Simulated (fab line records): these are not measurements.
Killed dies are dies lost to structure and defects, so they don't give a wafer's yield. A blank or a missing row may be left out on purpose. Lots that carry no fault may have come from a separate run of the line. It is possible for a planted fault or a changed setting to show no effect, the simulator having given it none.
Matching of chambers ; flow n5_finfet ; N5_ILD0_LINER_00 on ald_sin-03 has 4 sister chambers
The step material SiNx, target thk 4 nm, pulse time 1 s, purge time 2 s. 16 wafers are shown with their chamber, then 8 later ones without.

WAFERS PAIRED WITH THEIR CHAMBERS
wafer;chamber;heater_power_w (W);precursor_pulse_height_rel;susceptor_temp_C (C)
L077.2;0;830;0.975;400.02
L077.5;1;840;0.993;400.09
L077.6;2;829;1.020;399.90
L080.2;0;828;0.988;400.07
L080.3;3;817;0.979;400.05
L080.6;2;869;0.991;399.89
L082.1;2;848;1.022;399.92
L082.2;1;852;1.003;399.61
L082.5;0;817;1.016;400.47
L087.2;3;816;0.996;399.96
L087.3;0;820;0.982;399.83
L087.5;0;812;1.012;399.91
L092.1;1;826;1.004;400.21
L092.2;0;835;1.004;400.24
L092.3;3;804;1.010;399.98
L094.2;0;833;0.967;399.98

SIGNATURES (means of the wafers above)
reading;chamber 0;chamber 1;chamber 2;chamber 3;scatter within a chamber
heater_power_w;825.00;839.33;848.67;812.33;11.9
precursor_pulse_height_rel;0.99200;1.00000;1.01100;0.99500;0.0166
susceptor_temp_C;400.0743;399.9700;399.9033;399.9967;0.202
Rule: a wafer lies at a distance from a chamber equal to the root of the sum of squares, over the readings, of (its reading less the chamber's mean, divided by the reading's scatter). The wafer belongs to the nearest chamber; if the next one is less than 2 further off, it can't be placed. The scatter: the root of (the sum of the squares of (reading less its chamber's mean) over the shown wafers, divided by (wafers less chambers)).

WAFERS WITH NO CHAMBER GIVEN
wafer;heater_power_w (W);precursor_pulse_height_rel;susceptor_temp_C (C)
L094.4;855;0.998;399.79
L094.5;890;0.977;399.81
L096.2;819;0.982;399.69
L096.3;855;1.003;399.93
L096.6;811;1.013;399.96
L097.1;847;1.010;399.94
L097.5;849;1.022;399.94
L097.6;803;1.017;400.01

CHAMBER TAKEN BY EACH
wafer;from the rows above;in truth
L094.4;can't be placed: 2 or 1 or 0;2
L094.5;can't be placed: 2 or 1 or 0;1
L096.2;can't be placed: 3 or 0 or 1 or 2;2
L096.3;can't be placed: 2 or 1 or 0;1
L096.6;can't be placed: 3 or 0 or 1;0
L097.1;can't be placed: 2 or 1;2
L097.5;can't be placed: 2 or 1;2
L097.6;can't be placed: 3 or 0 or 1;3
Placed correctly: 0 of 8. Cannot be placed on the basis of these rows: 8; the candidates contain the true chamber in 8. Placed wrongly: 0.
